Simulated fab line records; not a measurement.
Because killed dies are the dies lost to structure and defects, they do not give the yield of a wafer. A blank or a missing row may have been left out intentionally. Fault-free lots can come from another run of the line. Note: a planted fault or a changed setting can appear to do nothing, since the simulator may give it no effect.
Which tool was responsible?	flow nand_harc	14 lots with 42 wafers sampled at 4 steps, on a route of 1302 steps

== WHAT THE GAUGES READ, wafer by wafer ==
NHARC_P_ZERO_WELL_INSPECT_43. Usual: raw_defect_count reads 13 (standard deviation 5.8).
lot	measured	on	raw_defect_count	flag
L149	day 2 03:28	defect_inspect-01	18 6 7	
L152	day 3 09:44	defect_inspect-01	10 10 8	
L153	day 3 19:25	defect_inspect-02	9 8 17	
L161	day 7 09:29	defect_inspect-01	13 14 11	
L162	day 7 13:32	defect_inspect-01	8 15 9	
L163	day 7 23:32	defect_inspect-01	28 23 13	
L164	day 8 09:58	defect_inspect-02	7 18 7	
L165	day 8 19:37	defect_inspect-01	17 15 16	
L166	day 9 05:33	defect_inspect-02	12 14 6	
L167	day 9 15:47	defect_inspect-02	19 14 6	
L168	day 10 01:35	defect_inspect-01	8 22 15	
L169	day 10 12:25	defect_inspect-01	23 20 13	
L170	day 10 21:28	defect_inspect-01	16 12 10	
L172	day 11 17:52	defect_inspect-02	13 10 9	

NHARC_P_GATE_CD_MEAS_11: target cd 1640 nm. Usual: cd_nm reads 1639.5 nm (standard deviation 2.3).
lot	measured	on	cd_nm (nm)	flag
L149	day 4 15:02	cd_sem-02	1643.4 1642.5 1640.5	
L161	day 9 13:11	cd_sem-01	1639.8 1638.1 1639.9	
L162	day 9 13:21	cd_sem-01	1640.4 1638.9 1638.7	
L163	day 10 10:38	cd_sem-01	1641.7 1642.6 1642.1	
L164	day 10 10:29	cd_sem-03	1642.4 1637.4 1638.5	
L165	day 10 23:19	cd_sem-03	1642.0 1637.5 1637.9	
L166	day 11 07:50	cd_sem-02	1637.6 1640.6 1643.4	
L167	day 11 18:46	cd_sem-03	1641.6 1643.0 1642.2	
L168	day 12 05:42	cd_sem-01	1641.1 1640.0 1639.1	
L169	day 12 20:09	cd_sem-03	1639.6 1638.2 1639.9	
L170	day 13 00:40	cd_sem-03	1640.3 1639.9 1639.5	
L172	day 13 22:45	cd_sem-03	1641.3 1635.7 1638.2	

== WHICH TOOL RAN EACH LOT (tool, then ch and the chambers of the sampled wafers, then the start) ==
lot	NHARC_P_ZERO_WELL_DEVELOP_36	NHARC_P_ZERO_WELL_DESCUM_39
L149	litho_track-05 ch 0, day 2 00:00	rie_diel-02 ch 0,1,2, day 2 00:17
L152	litho_track-03, day 3 06:00	rie_diel-02 ch 0,1, day 3 06:26
L153	litho_track-05, day 3 15:00	rie_diel-09 ch 1,2,3, day 3 16:08
L161	litho_track-03 ch 0, day 7 03:00	rie_diel-02 ch 1,3, day 7 06:11
L162	litho_track-05 ch 0, day 7 10:00	rie_diel-02 ch 0,1,2, day 7 10:24
L163	litho_track-07 ch 0, day 7 20:00	rie_diel-10 ch 0,2,3, day 7 20:22
L164	litho_track-07 ch 0, day 8 06:00	rie_diel-02 ch 2,3, day 8 06:41
L165	litho_track-03 ch 0, day 8 16:00	rie_diel-09 ch 0,2,3, day 8 16:19
L166	litho_track-03 ch 0, day 9 02:00	rie_diel-09 ch 0,1,2, day 9 02:16
L167	litho_track-03 ch 0, day 9 12:00	rie_diel-02 ch 0,3, day 9 12:30
L168	litho_track-07 ch 0, day 9 22:00	rie_diel-09 ch 0,2,3, day 9 22:17
L169	litho_track-03 ch 0, day 10 08:00	rie_diel-09 ch 0,1,3, day 10 08:17
L170	litho_track-03 ch 0, day 10 17:00	rie_diel-10 ch 1,2,3, day 10 18:10
L172	litho_track-05 ch 0, day 11 14:00	rie_diel-10 ch 1,2,3, day 11 14:31
- NHARC_P_ZERO_WELL_DEVELOP_36: time 70 s.
- NHARC_P_ZERO_WELL_DESCUM_39: chemistry O2, time 3 s.

== AS READ BY THE TOOLS THEMSELVES (means over the sampled wafers that have a number; for cases with no such wafer, the mark the record gives instead) ==
NHARC_P_ZERO_WELL_DEVELOP_36. Usual: chill_plate_temp_C 23.02 C, standard deviation 0.11; exhaust_pa 45.0 Pa, standard deviation 0.95.
lot	tool	chill_plate_temp_C (C)	exhaust_pa (Pa)	flag
L149	litho_track-05	23.12	44.9	
L152	litho_track-03	-	-	OFF
L153	litho_track-05	-	-	OFF
L161	litho_track-03	23.04	44.4	
L162	litho_track-05	23.10	44.5	
L163	litho_track-07	23.04	44.8	
L164	litho_track-07	23.11	43.6	
L165	litho_track-03	23.07	44.4	
L166	litho_track-03	23.17	45.9	
L167	litho_track-03	22.98	45.1	
L168	litho_track-07	23.00	46.7	
L169	litho_track-03	22.94	44.7	
L170	litho_track-03	23.01	45.1	
L172	litho_track-05	23.20	45.2	

NHARC_P_ZERO_WELL_DESCUM_39. Usual: drypump_motor_current_A 6.0 A, standard deviation 0.33; mfc_ar_sccm 0.015 sccm, standard deviation 0.014; oes_product_au 1.000 a.u., standard deviation 0.013; rf_vpp_V 57.5 V, standard deviation 0.81; showerhead_plenum_p_Torr 1.87 Torr, standard deviation 0.07; throttle_valve_pct 11.311 %, standard deviation 0.0089.
lot	tool	drypump_motor_current_A (A)	mfc_ar_sccm (sccm)	oes_product_au (a.u.)	rf_vpp_V (V)	showerhead_plenum_p_Torr (Torr)	throttle_valve_pct (%)	flag
L149	rie_diel-02	6.1	0.014	0.999	57.6	1.85	11.310	
L152	rie_diel-02	5.9	0.023	1.011	59.0	1.93	11.316	
L153	rie_diel-09	6.1	0.031	0.979	57.8	1.89	11.318	
L161	rie_diel-02	5.6	0.009	0.997	58.1	1.91	11.312	
L162	rie_diel-02	6.1	0.014	1.006	56.7	1.84	11.300	
L163	rie_diel-10	5.9	0.001	0.999	57.6	1.90	11.322	
L164	rie_diel-02	5.8	0.001	0.988	57.5	1.84	11.303	
L165	rie_diel-09	6.0	0.023	1.010	57.9	1.89	11.316	
L166	rie_diel-09	6.1	0.024	1.016	57.0	1.87	11.310	
L167	rie_diel-02	5.9	0.011	0.991	57.1	1.79	11.307	
L168	rie_diel-09	6.0	0.023	1.004	58.0	1.89	11.315	
L169	rie_diel-09	6.0	0.030	0.999	57.7	1.91	11.316	
L170	rie_diel-10	5.7	0.002	1.000	57.5	1.91	11.309	
L172	rie_diel-10	5.6	0.002	0.999	57.4	1.91	11.303	

== THE ANSWER, worked out from the rows above alone ==
Rule: a lot is off if the mean of its wafers that have a number lies more than 3 standard deviations from the usual mean. A lot without any number at a reading at which 4 lots or more have one is off too. All remaining lots with rows at the step are treated as sound. First the gauges in route order, then the tools' own readings, where a lot's mean is used as printed above. The first step at which some lot is off is used, and at that step the reading that is off furthest; a lot without a number counts as furthest.
Off: L152, L153, at NHARC_P_ZERO_WELL_DEVELOP_36 (chill_plate_temp_C). Without a number there: L152, L153.
A tool fits if, at that step or a process step before it, it ran every lot that is off, and no sound lot after the first of them. Of those tried, none fits.

== WHAT THE SIMULATOR PUT IN ==
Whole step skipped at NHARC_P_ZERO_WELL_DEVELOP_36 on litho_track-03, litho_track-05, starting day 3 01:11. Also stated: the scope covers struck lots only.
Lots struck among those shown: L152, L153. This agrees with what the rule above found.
